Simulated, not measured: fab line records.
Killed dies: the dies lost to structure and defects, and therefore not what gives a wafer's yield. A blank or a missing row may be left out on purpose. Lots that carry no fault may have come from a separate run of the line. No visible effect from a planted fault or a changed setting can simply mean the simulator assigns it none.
fab line records	flow nandHarc
record lots=6	wafers=18	lastDay=33
route steps=1302 shown A_CHANNEL_HOLE_D2@586 END@1302
lots untouched by any fault: they come from a run of this same line in which no faults occurred
startH: hours from the record's first day to the start of the lot's first wafer shown	waitH: time in hours since the lot's previous step	" repeats the value in the row above	L1.1+2: a single row standing in for several wafers	- no value, or no start given	* or withheld: withheld	< > ~ a bound
route shown NAME@n: names a module that has steps shown in the file, with the first one's number in the route	usual: mean/standard deviation taken from wafers without a fault	same: alike in all rows	chamber/n: place in a boat	sites: each site's reading	_std_site: their standard deviation	_edge_site: mean of outer sites minus mean of inner sites	radiusMm: for every site, how far away it sits from the centre of the wafer	mask NAME#n: copy n	behind: the most recent tool/chamber to have shaped the wafer	hold: why the lot was held/for how many hours/how that ended	device: names the non-switching transistor (n, p or np)	end of line: tests of these same wafers at the route's end	where a step has no rows: the recipe by itself	killed: not the wafer's yield, but the dies lost to structure and defects at the first sort	map: per-die view of a wafer (x killed, . not killed, _ where there is no die)
set.NAME: the setting that was run; set.NAME@STEP: the one run at that earlier step	model.NAME: the simulator's own value behind a step, which no gauge read
lots at selected steps of the route; one table per step, one row per wafer
services: from which hour (startH, from the record's first day; less than 0 if before it) a tool's chamber was out of use, for how many hours, and why
## steps
# step NHARC_A_CHANNEL_HOLE_D2_ETCH_38
# recipe targetDepthA=390	overEtchFrac=0.3	timeS=65	ionEnergyEv=80	cf4FlowSccm=150	arFlowSccm=0	rfW=300	biasW=100	chemistry=CF4
# step NHARC_A_CHANNEL_HOLE_D2_ETCH_39
# recipe targetDepthA=2600	overEtchFrac=0.3	timeS=325	ionEnergyEv=200	n2FlowSccm=150	h2FlowSccm=150	arFlowSccm=0	rfW=400	biasW=150	chemistry=N2/H2
# usual chamberPressureMTorr=30.000/0.028	drypumpMotorCurrentA=5.9/0.42	oesProductAu=0.999/0.0085	rfVppV=430.7/2.4	showerheadPlenumPTorr=2.04/0.083	throttleValvePct=14.170/0.0088
# same timeS=325
lot.wafer	tool	chamber	startH	waitH	chamberPressureMTorr	drypumpMotorCurrentA	oesProductAu	rfHoursCounterH	rfVppV	showerheadPlenumPTorr	throttleValvePct
L444.4	rieDiel-01	1	-	-	29.967	5.5	1.005	3.4	429.4	1.97	14.174
L444.1	"	3	"	"	30.051	6.5	1.006	3.7	430.4	1.98	14.180
L444.3	"	0	"	"	30.031	6.4	1.010	3.5	434.4	2.18	14.186
L446.2	rieDiel-01	2	-	-	30.025	5.4	0.993	5.2	430.3	2.04	14.180
L446.3	"	3	"	"	29.969	6.5	0.995	4.9	429.4	1.98	14.168
L446.5	"	3	"	"	29.961	6.5	0.996	-	430.7	1.98	14.169
L453.4	rieDiel-06	1	-	-	29.961	5.9	0.990	3.3	427.5	1.92	14.161
L453.1	"	3	"	"	30.041	5.4	0.995	3.3	432.5	2.09	14.164
L453.6	"	0	"	"	30.049	6.6	1.003	-	428.0	1.92	14.165
L457.4	rieDiel-01	1	-	-	30.031	5.6	0.989	0.1	429.4	1.97	14.168
L457.1	"	0	"	"	29.989	6.4	0.998	0.1	433.6	2.18	14.188
L457.6	"	1	"	"	29.991	5.5	0.991	-	429.5	1.97	14.170
L464.1	rieDiel-01	3	-	-	29.998	6.5	1.015	5.4	428.9	1.98	14.179
L464.4	"	3	"	"	30.076	6.5	1.005	-	428.7	1.98	14.183
L464.6	"	0	"	"	30.006	6.4	0.994	-	435.1	2.18	14.156
L466.4	rieDiel-02	2	-	-	29.998	5.9	0.999	6.1	428.8	1.95	14.159
L466.2	"	0	"	"	30.013	5.8	1.005	5.8	434.3	2.16	14.158
L466.6	"	1	"	"	30.013	5.6	0.990	-	432.7	2.11	14.165
# step NHARC_A_CHANNEL_HOLE_D2_ETCH_34
# recipe targetDepthA=1540	timeS=77	cf4FlowSccm=100	chf3FlowSccm=30	arFlowSccm=0	rfW=500	biasW=200	chemistry=CF4/CHF3
# usual chamberPressureMTorr=24.998/0.022	chf3FlowSccm=30.01/0.099	drypumpMotorCurrentA=5.9/0.41	oesProductAu=0.958/0.017	rfVppV=370.8/2.1	showerheadPlenumPTorr=1.58/0.061	throttleValvePct=16.802/0.0094
# same timeS=77
lot.wafer	tool	chamber	startH	waitH	chamberPressureMTorr	chf3FlowSccm	drypumpMotorCurrentA	oesProductAu	rfHoursCounterH	rfVppV	showerheadPlenumPTorr	throttleValvePct
L444.4	rieDiel-01	2	-	-	24.993	30.06	5.4	0.966	3.7	371.3	1.58	16.794
L444.1	"	3	"	"	25.064	30.04	6.5	0.938	3.8	369.3	1.53	16.805
L444.3	"	0	"	"	25.036	30.18	6.4	0.947	3.6	376.2	1.67	16.798
L446.2	rieDiel-01	1	-	-	25.000	30.21	5.6	0.930	5.0	369.5	1.52	16.783
L446.3	"	2	"	"	25.016	29.76	5.4	0.927	5.4	370.8	1.58	16.815
L446.5	"	0	"	"	25.033	30.06	6.4	0.919	-	372.3	1.67	16.784
L453.4	rieDiel-06	0	-	-	24.958	30.10	6.6	0.965	3.1	367.7	1.49	16.792
L453.1	"	1	"	"	24.994	29.98	5.9	0.970	3.4	368.7	1.49	16.800
L453.6	"	0	"	"	25.000	29.91	6.6	0.968	-	368.9	1.49	16.792
L457.1	rieDiel-01	1	-	-	24.998	30.04	5.5	0.953	0.3	369.3	1.52	16.798
L457.4	"	2	"	"	24.993	30.03	5.4	0.967	0.3	371.8	1.57	16.792
L457.6	"	1	"	"	24.986	30.00	5.5	0.951	-	369.2	1.52	16.814
L464.1	rieDiel-01	3	-	-	25.019	29.96	6.5	0.980	5.6	369.0	1.53	16.801
L464.6	"	0	"	"	25.037	29.92	6.4	0.954	-	375.3	1.67	16.806
L464.4	"	2	"	"	25.010	29.97	5.4	0.955	-	369.7	1.57	16.804
L466.2	rieDiel-02	3	-	-	25.004	30.27	5.8	0.972	6.5	371.4	1.60	16.805
L466.4	"	0	"	"	24.997	29.94	5.7	0.978	5.9	373.4	1.66	16.792
L466.6	"	1	"	"	24.982	30.00	5.6	0.961	-	373.4	1.62	16.804
# step NHARC_A_CHANNEL_HOLE_D2_ETCH_16
# recipe targetDepthA=31000	overEtchFrac=0.3	timeS=806	ionEnergyEv=150	o2FlowSccm=400	cosFlowSccm=20	arFlowSccm=0	rfW=500	biasW=300	chemistry=O2/COS
# usual chamberPressureMTorr=20.001/0.019	cosFlowSccm=19.99/0.056	drypumpMotorCurrentA=5.9/0.42	oesProductAu=1.001/0.0087	rfVppV=314.1/1.8	showerheadPlenumPTorr=3.12/0.12	throttleValvePct=28.331/0.0088
# same timeS=806
lot.wafer	tool	chamber	startH	waitH	chamberPressureMTorr	cosFlowSccm	drypumpMotorCurrentA	oesProductAu	rfHoursCounterH	rfVppV	showerheadPlenumPTorr	throttleValvePct
L444.4	rieDiel-01	1	-	-	19.983	20.01	5.5	1.003	3.7	313.5	3.03	28.330
L444.1	"	2	"	"	20.002	19.99	5.4	1.004	3.9	314.3	3.13	28.346
L444.3	"	0	"	"	20.013	19.98	6.4	1.011	3.7	316.3	3.32	28.328
L446.3	rieDiel-01	2	-	-	20.019	19.94	5.4	1.013	5.5	313.3	3.13	28.342
L446.2	"	0	"	"	20.026	20.06	6.4	1.006	4.9	316.6	3.32	28.328
L446.5	"	2	"	"	19.975	19.93	5.4	1.007	-	314.7	3.13	28.345
L453.4	rieDiel-06	3	-	-	20.001	19.95	5.4	0.998	3.5	314.8	3.19	28.341
L453.1	"	1	"	"	19.984	19.93	5.9	0.990	3.5	312.7	2.95	28.339
L453.6	"	0	"	"	20.001	19.98	6.6	1.010	-	310.9	2.95	28.354
L457.1	rieDiel-01	2	-	-	19.990	19.93	5.4	0.996	0.4	315.1	3.12	28.331
L457.4	"	0	"	"	19.967	19.97	6.4	0.995	0.3	317.1	3.32	28.333
L457.6	"	3	"	"	20.009	20.00	6.5	1.008	-	313.5	3.04	28.334
L464.1	rieDiel-01	3	-	-	20.030	20.04	6.5	1.015	5.7	313.0	3.03	28.325
L464.4	"	2	"	"	19.997	20.07	5.4	1.005	-	313.6	3.12	28.312
L464.6	"	0	"	"	19.972	20.05	6.4	1.002	-	317.5	3.31	28.331
L466.4	rieDiel-02	2	-	-	19.984	19.95	5.9	1.002	6.4	311.8	3.00	28.334
L466.2	"	1	"	"	19.970	20.03	5.6	0.996	5.0	314.6	3.22	28.345
L466.6	"	3	"	"	19.990	19.94	5.8	1.004	-	314.3	3.18	28.329
# step NHARC_A_CHANNEL_HOLE_D2_CD_MEAS_18
# usual cdNm=99.0/2.3
lot.wafer	tool	chamber	startH	waitH	cdNm
L444.1	cdSem-01	-	304.28	-	102.1
L444.3	"	-	"	"	96.8
L444.4	"	-	"	"	98.2
L446.2	cdSem-01	-	330.01	-	97.5
L446.3	"	-	"	"	97.9
L446.5	"	-	"	"	99.3
L453.1	cdSem-02	-	384.43	-	97.9
L453.4	"	-	"	"	96.9
L453.6	"	-	"	"	97.7
L457.1	cdSem-03	-	410.76	-	98.5
L457.4	"	-	"	"	99.0
L457.6	"	-	"	"	101.3
L464.1	cdSem-01	-	501.15	-	98.8
L464.4	"	-	"	"	97.5
L464.6	"	-	"	"	97.7
L466.2	cdSem-03	-	510.48	-	97.0
L466.4	"	-	"	"	99.3
L466.6	"	-	"	"	97.4
# step NHARC_A_CHANNEL_HOLE_D2_ETCH_19
# recipe biasV=1200	sourceW=2500	pressureMtorr=15	timeS=34.5	arFlowSccm=375	c4f8FlowSccm=28.8	o2FlowSccm=96.2	tempC=-20	targetDepthA=*	chemistry=C4F8/O2/Ar
# step NHARC_A_CHANNEL_HOLE_D2_ETCH_20
# recipe biasV=3000	sourceW=withheld	pressureMtorr=20	timeS=361.9	arFlowSccm=375	c4f8FlowSccm=89.3	o2FlowSccm=35.7	tempC=-20	targetDepthA=16000	chemistry=C4F8/O2/Ar
# step NHARC_A_CHANNEL_HOLE_D2_ETCH_21
# recipe biasV=3000	sourceW=withheld	pressureMtorr=20	timeS=514.3	arFlowSccm=375	c4f8FlowSccm=89.3	o2FlowSccm=35.7	tempC=-20	targetDepthA=16000	chemistry=C4F8/O2/Ar
# step NHARC_A_CHANNEL_HOLE_D2_ETCH_22
# recipe biasV=3000	sourceW=withheld	pressureMtorr=20	timeS=666.7	arFlowSccm=375	c4f8FlowSccm=89.3	o2FlowSccm=35.7	tempC=-20	targetDepthA=16000	chemistry=C4F8/O2/Ar
# step NHARC_A_CHANNEL_HOLE_D2_ETCH_23
# recipe biasV=5000	sourceW=withheld	pressureMtorr=20	timeS=819	arFlowSccm=375	c4f8FlowSccm=89.3	o2FlowSccm=35.7	tempC=-20	targetDepthA=16000	chemistry=C4F8/O2/Ar
# step NHARC_A_CHANNEL_HOLE_D2_ETCH_24
# recipe biasV=5000	sourceW=withheld	pressureMtorr=20	timeS=906.2	arFlowSccm=375	c4f8FlowSccm=93.8	o2FlowSccm=31.2	tempC=-20	targetDepthA=15000	chemistry=C4F8/O2/Ar
# step NHARC_A_CHANNEL_HOLE_D2_ETCH_25
# recipe biasV=5000	sourceW=withheld	pressureMtorr=20	timeS=1040.2	arFlowSccm=375	c4f8FlowSccm=93.8	o2FlowSccm=31.2	tempC=-20	targetDepthA=15000	chemistry=C4F8/O2/Ar
# usual chamberPressureMTorr=19.998/0.018	drypumpMotorCurrentA=5.84/0.2	showerheadPlenumPTorr=3.56/0.16	throttleValvePct=32.236/0.0091
# same timeS=1040.2
lot.wafer	tool	chamber	startH	waitH	chamberPressureMTorr	drypumpMotorCurrentA	rfHoursCounterH	showerheadPlenumPTorr	throttleValvePct
L444.1	harEtch-01	0	307.49	0.6	19.996	6.05	162	3.48	32.225
L444.4	"	0	"	"	19.999	6.04	-	3.48	32.233
L444.3	"	1	"	"	20.036	5.63	-	3.56	32.247
L446.2	harEtch-01	1	333.12	0.7	20.021	5.63	178	3.55	32.229
L446.3	"	1	"	"	19.997	5.63	-	3.55	32.230
L446.5	"	1	"	"	19.992	5.64	-	3.55	32.236
L453.1	harEtch-01	0	391.66	0.6	19.989	6.06	213	3.46	32.242
L453.4	"	1	"	"	19.980	5.65	-	3.53	32.234
L453.6	"	1	"	"	19.995	5.63	-	3.53	32.228
L457.1	harEtch-01	1	413.74	0.6	19.994	5.64	232	3.52	32.239
L457.4	"	0	"	"	19.979	6.05	-	3.45	32.235
L457.6	"	1	"	"	19.997	5.63	-	3.52	32.236
L464.1	harEtch-01	0	504.11	0.6	19.979	6.07	282	3.42	32.246
L464.4	"	1	"	"	20.010	5.65	-	3.49	32.240
L464.6	"	1	"	"	19.992	5.65	-	3.49	32.227
L466.2	harEtch-01	1	513.57	0.7	19.972	5.63	289	3.49	32.237
L466.4	"	1	"	"	20.034	5.63	-	3.49	32.246
L466.6	"	0	"	"	19.997	6.07	-	3.42	32.242
# step NHARC_A_CHANNEL_HOLE_D2_ETCH_26
# recipe biasV=300	sourceW=2000	pressureMtorr=30	timeS=224.1	arFlowSccm=375	c4f8FlowSccm=11.4	o2FlowSccm=113.6	tempC=-20	targetDepthA=3000	chemistry=C4F8/O2/Ar
# usual chamberPressureMTorr=30.004/0.029	drypumpMotorCurrentA=5.85/0.2	showerheadPlenumPTorr=3.61/0.17	throttleValvePct=24.584/0.0099
# same timeS=224.1
lot.wafer	tool	chamber	startH	waitH	chamberPressureMTorr	drypumpMotorCurrentA	rfHoursCounterH	showerheadPlenumPTorr	throttleValvePct
L444.1	harEtch-01	0	308.37	0.7	30.018	6.04	163	3.52	24.573
L444.4	"	0	"	"	30.011	6.06	-	3.52	24.581
L444.3	"	1	"	"	29.960	5.64	-	3.60	24.582
L446.2	harEtch-01	1	333.91	0.6	29.999	5.65	178	3.59	24.580
L446.3	"	1	"	"	29.991	5.64	-	3.59	24.583
L446.5	"	1	"	"	29.992	5.62	-	3.59	24.597
L453.1	harEtch-01	0	392.55	0.7	30.002	6.06	214	3.49	24.583
L453.4	"	1	"	"	29.994	5.64	-	3.57	24.566
L453.6	"	1	"	"	30.072	5.63	-	3.57	24.585
L457.1	harEtch-01	1	414.63	0.7	29.964	5.63	233	3.56	24.580
L457.4	"	0	"	"	29.984	6.06	-	3.48	24.579
L457.6	"	1	"	"	29.960	5.63	-	3.56	24.603
L464.1	harEtch-01	0	504.99	0.7	29.998	6.05	283	3.46	24.577
L464.4	"	1	"	"	29.989	5.63	-	3.53	24.602
L464.6	"	1	"	"	30.037	5.65	-	3.53	24.583
L466.2	harEtch-01	1	514.33	0.6	30.006	5.64	290	3.53	24.591
L466.4	"	1	"	"	29.990	5.64	-	3.53	24.574
L466.6	"	0	"	"	29.950	6.05	-	3.45	24.572
# step NHARC_A_CHANNEL_HOLE_D2_ETCH_27
# recipe biasV=400	sourceW=2000	pressureMtorr=25	timeS=90	arFlowSccm=375	c4f8FlowSccm=41.7	o2FlowSccm=83.3	tempC=-20	targetDepthA=4000	chemistry=C4F8/O2/Ar
# step NHARC_A_CHANNEL_HOLE_D2_STRIP_41
# recipe n2FlowSccm=150	h2FlowSccm=150	arFlowSccm=0	biasW=0	chemistry=N2/H2
# step NHARC_A_CHANNEL_HOLE_D2_STRIP_42
# recipe cf4FlowSccm=100	chf3FlowSccm=30	arFlowSccm=0	biasW=0	chemistry=CF4/CHF3
# step NHARC_A_CHANNEL_HOLE_D2_STRIP_43
# recipe o2FlowSccm=400	cosFlowSccm=20	arFlowSccm=0	biasW=0	chemistry=O2/COS
# step NHARC_A_CHANNEL_HOLE_D2_ETCH_44
# recipe targetDepthA=1400	overetchA=140	timeS=77	ionEnergyEv=100	cf4FlowSccm=80	o2FlowSccm=20	arFlowSccm=0	rfW=300	biasW=100	chemistry=CF4/O2
# usual chamberPressureMTorr=30.001/0.026	drypumpMotorCurrentA=5.9/0.41	oes_o_777_au=1.000/0.0044	oesProductAu=1.000/0.0094	rfVppV=197.9/1.4	showerheadPlenumPTorr=1.34/0.051	throttleValvePct=13.397/0.0084
# same timeS=77
lot.wafer	tool	chamber	startH	waitH	chamberPressureMTorr	drypumpMotorCurrentA	oes_o_777_au	oesProductAu	rfHoursCounterH	rfVppV	showerheadPlenumPTorr	throttleValvePct
L444.3	rieDiel-01	2	309.32	0.1	29.979	5.3	1.001	1.008	4.2	197.4	1.34	13.388
L444.1	"	3	"	"	30.023	6.5	1.006	1.005	4.1	196.9	1.30	13.401
L444.4	"	0	"	"	29.967	6.4	1.004	1.004	3.8	199.8	1.42	13.426
L446.3	rieDiel-01	0	334.82	0.1	30.044	6.4	1.008	1.007	5.1	198.2	1.42	13.405
L446.2	"	2	"	"	29.974	5.4	1.002	0.999	5.9	196.9	1.34	13.393
L446.5	"	0	"	"	30.014	6.4	0.996	0.999	-	199.3	1.42	13.395
L453.1	rieDiel-02	1	393.51	0.1	30.027	5.6	1.004	0.992	9.4	198.6	1.38	13.401
L453.4	"	3	"	"	30.003	5.8	0.997	0.991	11.1	198.0	1.36	13.398
L453.6	"	2	"	"	29.963	5.9	1.004	0.986	-	196.3	1.28	13.400
L457.4	rieDiel-01	2	415.58	0.1	29.986	5.4	1.002	0.989	0.8	197.9	1.34	13.415
L457.1	"	3	"	"	30.062	6.5	1.005	1.005	0.7	197.6	1.30	13.421
L457.6	"	2	"	"	30.015	5.4	1.003	1.001	-	198.7	1.34	13.410
L464.4	rieDiel-02	0	505.94	0.1	29.987	5.8	1.003	1.004	5.6	200.3	1.41	13.396
L464.1	"	2	"	"	29.998	5.9	0.997	1.001	6.0	197.4	1.28	13.390
L464.6	"	0	"	"	29.987	5.8	0.997	0.996	-	199.0	1.41	13.395
L466.4	rieDiel-01	1	515.25	0.1	30.022	5.5	1.004	0.995	4.9	196.4	1.29	13.390
L466.2	"	0	"	"	29.967	6.4	1.007	0.998	6.2	199.3	1.42	13.393
L466.6	"	1	"	"	30.002	5.5	1.003	0.991	-	196.0	1.29	13.393
# step NHARC_A_CHANNEL_HOLE_D2_STRIP_28
# recipe o2FlowSccm=500	arFlowSccm=0	biasW=0	chemistry=O2
# step NHARC_A_CHANNEL_HOLE_D2_PRECLEAN_29
# recipe timeS=*	tempC=50	bathAgeMin=0	chemistry=SC1
# step NHARC_A_CHANNEL_HOLE_D2_SRD_30
# step NHARC_A_CHANNEL_HOLE_D2_CD_MEAS_31
# usual cdNm=89.2/1.5
lot.wafer	tool	chamber	startH	waitH	cdNm
L444.1	cdSem-01	-	310.12	-	90.0
L444.3	"	-	"	"	88.1
L444.4	"	-	"	"	89.4
L446.2	cdSem-02	-	335.63	-	89.6
L446.3	"	-	"	"	90.7
L446.5	"	-	"	"	92.6
L453.1	cdSem-01	-	394.32	-	91.5
L453.4	"	-	"	"	88.4
L453.6	"	-	"	"	89.7
L457.1	cdSem-02	-	416.37	-	88.0
L457.4	"	-	"	"	88.2
L457.6	"	-	"	"	87.3
L464.1	cdSem-01	-	506.73	-	87.6
L464.4	"	-	"	"	90.4
L464.6	"	-	"	"	87.6
L466.2	cdSem-01	-	516.04	-	87.6
L466.4	"	-	"	"	87.0
L466.6	"	-	"	"	87.3
# step NHARC_A_CHANNEL_HOLE_D2_XSEM_32
# recipe landingEnergyEv=35000
# step NHARC_A_CHANNEL_HOLE_D2_INSPECT_40
# usual rawDefectCount=276/79
lot.wafer	tool	chamber	startH	waitH	hold	rawDefectCount
L444.1	defectInspect-02	-	310.31	-	-	428
L444.3	"	-	"	"	-	335
L444.4	"	-	"	"	-	291
L446.2	defectInspect-01	-	335.81	-	-	523
L446.3	"	-	"	"	-	396
L446.5	"	-	"	"	-	577
L453.1	defectInspect-01	-	394.51	-	awaitDispo/0.2h/release	1509
L453.4	"	-	"	"	awaitDispo/0.2h/release	1506
L453.6	"	-	"	"	awaitDispo/0.2h/release	1453
L453.1	defectInspect-01	-	394.68	0.2	-	1518
L453.4	"	-	"	"	-	1509
L453.6	"	-	"	"	-	1473
L457.1	defectInspect-02	-	416.55	-	awaitDispo/0.2h/release	1499
L457.4	"	-	"	"	awaitDispo/0.2h/release	1569
L457.6	"	-	"	"	awaitDispo/0.2h/release	1640
L457.1	defectInspect-02	-	416.72	0.2	-	1489
L457.4	"	-	"	"	-	1589
L457.6	"	-	"	"	-	1650
L464.1	defectInspect-01	-	506.94	-	-	214
L464.4	"	-	"	"	-	218
L464.6	"	-	"	"	-	199
L466.2	defectInspect-02	-	516.23	-	-	257
L466.4	"	-	"	"	-	221
L466.6	"	-	"	"	-	225
# step NHARC_END_SORT_01
# recipe tempC=25
# usual killedAtArray=59/20	killedAtOther=0.8/1	killedAtPeriphery=3.2/2.1	killedDies=63/21	killedOpen=3.0/1.9	killedShort=2.3/1.5
# same grossDies=677
lot.wafer	tool	chamber	startH	waitH	killedAtArray	killedAtOther	killedAtPeriphery	killedDies	killedOpen	killedShort
L453.1	prober-02	0	681.72	2.5	133	1	3	137	4	0
L453.4	prober-02	0	684.13	3.4	134	1	5	140	2	1
L453.6	prober-02	0	685.74	4.0	137	1	1	139	0	3
L457.4	prober-01	0	699.78	3.4	144	0	4	148	2	4
# killed by level:class
L453.1 A_CHANNEL_HOLE_D2:unspecified=105 A_CHANNEL_HOLE_D1:chamberFilmFlake=17 A_CONTACT:chamberFilmFlake=4 A_BLC:geometricParticle:open=2 P_M2:chamberFilmFlake=2 A_SLIT:chamberFilmFlake=2 P_M1:geometricParticle:open=1 A_SGD_CUT:geometricParticle:open=1
L453.4 A_CHANNEL_HOLE_D2:unspecified=99 A_CHANNEL_HOLE_D1:chamberFilmFlake=24 A_SLIT:chamberFilmFlake=5 P_M2:chamberFilmFlake=2 A_CONTACT:chamberFilmFlake=2 P_M0:geometricParticle:open=1 P_M1:geometricParticle:open=1 A_CHANNEL_FILL_D2:geometricParticle:short=1
L453.6 A_CHANNEL_HOLE_D2:unspecified=103 A_CHANNEL_HOLE_D1:chamberFilmFlake=23 A_DECK1_JOINT:chamberFilmFlake=4 A_DECK1_JOINT:geometricParticle:short=1 A_CHANNEL_FILL_D2:geometricParticle:short=1 A_BLC:geometricParticle:short=1 P_ZERO_WELL:chamberFilmFlake=1 A_SLIT:chamberFilmFlake=1
L457.4 A_CHANNEL_HOLE_D2:unspecified=99 A_CHANNEL_HOLE_D1:chamberFilmFlake=21 A_CHANNEL_HOLE_D2:chamberFilmFlake=8 A_CONTACT:chamberFilmFlake=7 A_CHANNEL_FILL_D1:geometricParticle:short=2 P_GATE:chamberFilmFlake=2 A_ZERO_WELL:chamberFilmFlake=2 A_STAIRCASE:chamberFilmFlake=2
# map L453.4 (x killed, . not)
____________.____________
_________......._________
_______..........._______
______.............______
_____..............._____
____xx..x............____
____x.x............x.____
___xxxx....x..........___
___xx.x...............___
__xxxx........x........__
__xxx..x...............__
_.xx...................._
_.x.x.x.xxxx.x.........._
_...x.xxxxxx............_
_.....xxxxxxx..........._
_....xxxxxxxxx.........._
...x..xxxxxxx............
..x..xxxxxxxxx....x....x.
....x.xxxxxxxxx..........
.....xxxxxxxxx...........
......xxxxxxxxx........x.
_....xxxxxxxxx.........._
_...x.xxxxxxxx.........._
_......xxxxx............_
_.......xxxx............_
_.....x.xxx............._
__......x..............__
__.....................__
___........x..........___
___...................___
____.................____
____..x..............____
_____..............x_____
______.............______
_______..........._______
_________......._________
____________.____________
# map L457.4 (x killed, . not)
____________.____________
_________......._________
_______.x.x......._______
______.......x.....______
_____.............x._____
____.x...........x.xx____
____.............xxxx____
___..........x.x...xxx___
___...............xx.x___
__.....x.........xxxx.x__
__...................x.__
_.............x.x.....x._
_..........xxxxxx.xx...._
_......x...xxxxxxx.....x_
_.........xxxxxxxx......_
_.........xxxxxxxxx..x.._
..........xxxxxxxxxxxx...
..........xxxxxxxxx.x....
..........xxxxxxxxx......
..........xxxxxxxx.......
.........xxxxxxxxxx......
_........x.xxxxxxxx....._
_..........xxxxxxx......_
_...........xxx.xx..x..._
_............xxxx......._
_......................._
__....................x__
__............x........__
___...................___
___...................___
____..xx.............____
____.................____
_____.x...........x._____
______..x..........______
_______..........._______
_________..x...._________
____________.____________
## services
tool	chamber	startH	hours	kind
rieDiel-02	1	296.97	14.7	repair
rieDiel-01	0	301.21	-	clean
rieDiel-01	1	301.21	-	clean
rieDiel-01	2	301.21	-	clean
rieDiel-01	3	301.21	-	clean
rieDiel-02	3	303.30	1.6	repair
rieDiel-06	-	307.20	9.0	pm
rieDiel-01	0	325.71	-	clean
rieDiel-06	1	329.53	7.0	repair
rieDiel-06	0	337.37	7.7	repair
rieDiel-06	3	347.07	5.3	repair
rieDiel-02	0	351.21	20.1	repair
rieDiel-06	2	366.44	3.8	repair
rieDiel-02	-	393.94	9.0	pm
rieDiel-01	-	395.71	9.0	pm
rieDiel-01	-	426.43	1.0	repair
rieDiel-02	1	428.77	2.6	repair
rieDiel-06	1	451.07	3.7	repair
rieDiel-02	-	477.74	0.5	repair
rieDiel-06	-	484.21	9.0	pm
rieDiel-06	2	493.26	16.8	repair
rieDiel-06	3	499.05	7.2	repair
rieDiel-01	1	499.19	7.7	repair
rieDiel-06	1	512.26	17.9	repair
## key
firstSign step=NHARC_A_CHANNEL_HOLE_D2_INSPECT_40	reading=visit	direction=added
effect step=NHARC_A_CHANNEL_HOLE_D2_INSPECT_40	reading=rawDefectCount	direction=up	sigmas=16	usual=276	struck=1529
effect step=NHARC_END_SORT_01	reading=killedAtArray	direction=up	sigmas=3.8	usual=59	struck=137
moreKillsBornAt NHARC_A_CHANNEL_HOLE_D2_ETCH_26@harEtch-01=294
metAt NHARC_A_CHANNEL_HOLE_D2_ETCH_26
struckWafers L453.1,L453.4,L453.6,L457.1,L457.4,L457.6
rowsEnd L457.1,L457.6
testerLeftOut L453,L457
onsetBetween 333.91 392.55
fault kind=chamberParticleSource	tool=harEtch-01	chamber=-	onsetH=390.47	steps=NHARC_A_CHANNEL_HOLE_D2_ETCH_26	ratePerVisitCm2=1.9192	endH=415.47
# testerLeftOut: of these lots the tester's yield and bins aren't shown, on N5 and GAA mostly nor the transistor test; their killed dies are dies lost to structure and defects alone, not to doping, threshold or leakage, so they don't give the yield
# rowsEnd: these wafers met a further fault down the route, and their rows from its step on are left out
